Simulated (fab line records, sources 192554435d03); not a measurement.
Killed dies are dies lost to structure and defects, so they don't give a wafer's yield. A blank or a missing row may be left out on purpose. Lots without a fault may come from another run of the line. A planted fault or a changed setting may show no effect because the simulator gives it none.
Which tool did it? | flow n5_finfet | 8 lots, 24 wafers sampled, at 1 step of a route of 1938

WHAT THE GAUGES READ, wafer by wafer
N5_BEOL_M4_RC_MEAS_101.
lot  | measured     | on        | DIBL_N (mV/V)
L646 | day 9 10:52  | prober-01 | 39.2 37.8 38.8
L651 | day 10 18:57 | prober-01 | 35.4 35.0 35.7
L652 | day 11 06:13 | prober-01 | 34.2 34.6 36.7
L656 | day 11 19:40 | prober-01 | 35.4 33.9 32.9
L660 | day 12 20:27 | prober-01 | 34.9 34.4 35.2
L661 | day 13 07:11 | prober-02 | 35.3 37.0 37.0
L662 | day 13 12:44 | prober-01 | 36.8 38.2 37.3
L664 | day 13 22:20 | prober-02 | 34.9 35.4 36.7

WHICH TOOL RAN EACH LOT (tool, then ch and the chambers of the sampled wafers, then the start)
The record holds no process step before these readings.

THE ANSWER, worked out from the rows above alone
Rule: what is usual is taken from the lots themselves. Put in order of their means at a reading, lots are off if they are a third of the lots or fewer, leave a main group of 4 or more, and stand apart from it by a gap of 3 or more times the standard deviation of the main group's means; of several such gaps the widest counts. A main group whose means are all the same, to the digits that the tables above print for the reading, isn't used. A lot without any number at a reading at which 4 lots or more have one is off too. The other lots that the step has rows for count as sound.
No lot is off at any reading shown: from this, nothing can be told.

WHAT THE SIMULATOR HAD PUT IN
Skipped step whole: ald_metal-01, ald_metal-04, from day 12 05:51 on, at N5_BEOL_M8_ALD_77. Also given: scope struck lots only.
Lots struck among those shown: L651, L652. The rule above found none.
